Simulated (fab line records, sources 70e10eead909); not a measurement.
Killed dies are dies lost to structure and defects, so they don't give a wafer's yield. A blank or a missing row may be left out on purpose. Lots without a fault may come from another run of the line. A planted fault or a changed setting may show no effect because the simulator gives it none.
Which tool did it? | flow nand_harc | 7 lots, 21 wafers sampled, at 5 steps of a route of 1302

WHAT THE GAUGES READ, wafer by wafer
NHARC_END_SORT_01.
lot | measured | on | killed_at_array

WHICH TOOL RAN EACH LOT (tool, then ch and the chambers of the sampled wafers, then the start)
lot  | NHARC_A_CONTACT_ETCH_31            | NHARC_A_CONTACT_ETCH_134             | NHARC_A_CONTACT_ETCH_136             | NHARC_A_CONTACT_ETCH_139
L706 | rie_diel-11 ch 0,1, day 23 06:08   | har_cap_etch-01 ch 0,1, day 23 06:43 | har_cap_etch-01 ch 0,1, day 23 07:13 | har_cap_etch-01 ch 0,1, day 23 08:02
L711 | rie_diel-11 ch 2,3, day 23 19:13   | har_cap_etch-02 ch 0,1, day 23 19:45 | har_cap_etch-02 ch 0,1, day 23 20:13 | har_cap_etch-02 ch 0,1, day 23 21:02
L712 | rie_diel-04 ch 0,2,3, day 24 20:11 | har_cap_etch-03 ch 0,1, day 24 20:42 | har_cap_etch-03 ch 0,1, day 24 21:13 | har_cap_etch-03 ch 0,1, day 24 22:02
L714 | rie_diel-04 ch 1,2,3, day 25 23:44 | har_cap_etch-03 ch 1, day 26 00:10   | har_cap_etch-03 ch 1, day 26 00:38   | har_cap_etch-03 ch 1, day 26 01:27
L717 | rie_diel-11 ch 0,2,3, day 27 08:49 | har_cap_etch-02 ch 0,1, day 27 09:17 | har_cap_etch-02 ch 0,1, day 27 09:47 | har_cap_etch-02 ch 0,1, day 27 10:37
L726 | rie_diel-06 ch 0,1,2, day 30 03:07 | har_cap_etch-02 ch 0,1, day 30 03:39 | har_cap_etch-02 ch 0,1, day 30 04:09 | har_cap_etch-02 ch 0,1, day 30 04:58
L729 | rie_diel-04 ch 1,2,3, day 32 03:42 | har_cap_etch-02 ch 0,1, day 32 04:10 | har_cap_etch-02 ch 0,1, day 32 04:39 | har_cap_etch-02 ch 0,1, day 32 05:28
- NHARC_A_CONTACT_ETCH_31: etches the open film in O2/COS, target depth 2800 nm, time 728 s.
- NHARC_A_CONTACT_ETCH_134: etches the open film in C4F8/O2/Ar, time 140 s, target depth 700 nm.
- NHARC_A_CONTACT_ETCH_136: etches the open film in C4F8/O2/Ar, time 311 s, target depth 1912 nm.
- NHARC_A_CONTACT_ETCH_139: etches the open film in C4F8/O2/Ar, time 195 s, target depth 840 nm.

THE ANSWER, worked out from the rows above alone
Rule: what is usual is taken from the lots themselves. Put in order of their means at a reading, lots are off if they are a third of the lots or fewer, leave a main group of 4 or more, and stand apart from it by a gap of 3 or more times the standard deviation of the main group's means; of several such gaps the widest counts. A main group whose means are all the same, to the digits that the tables above print for the reading, isn't used. A lot without any number at a reading at which 4 lots or more have one is off too. The other lots that the step has rows for count as sound.
No lot is off at any reading shown: from this, nothing can be told.

WHAT THE SIMULATOR HAD PUT IN
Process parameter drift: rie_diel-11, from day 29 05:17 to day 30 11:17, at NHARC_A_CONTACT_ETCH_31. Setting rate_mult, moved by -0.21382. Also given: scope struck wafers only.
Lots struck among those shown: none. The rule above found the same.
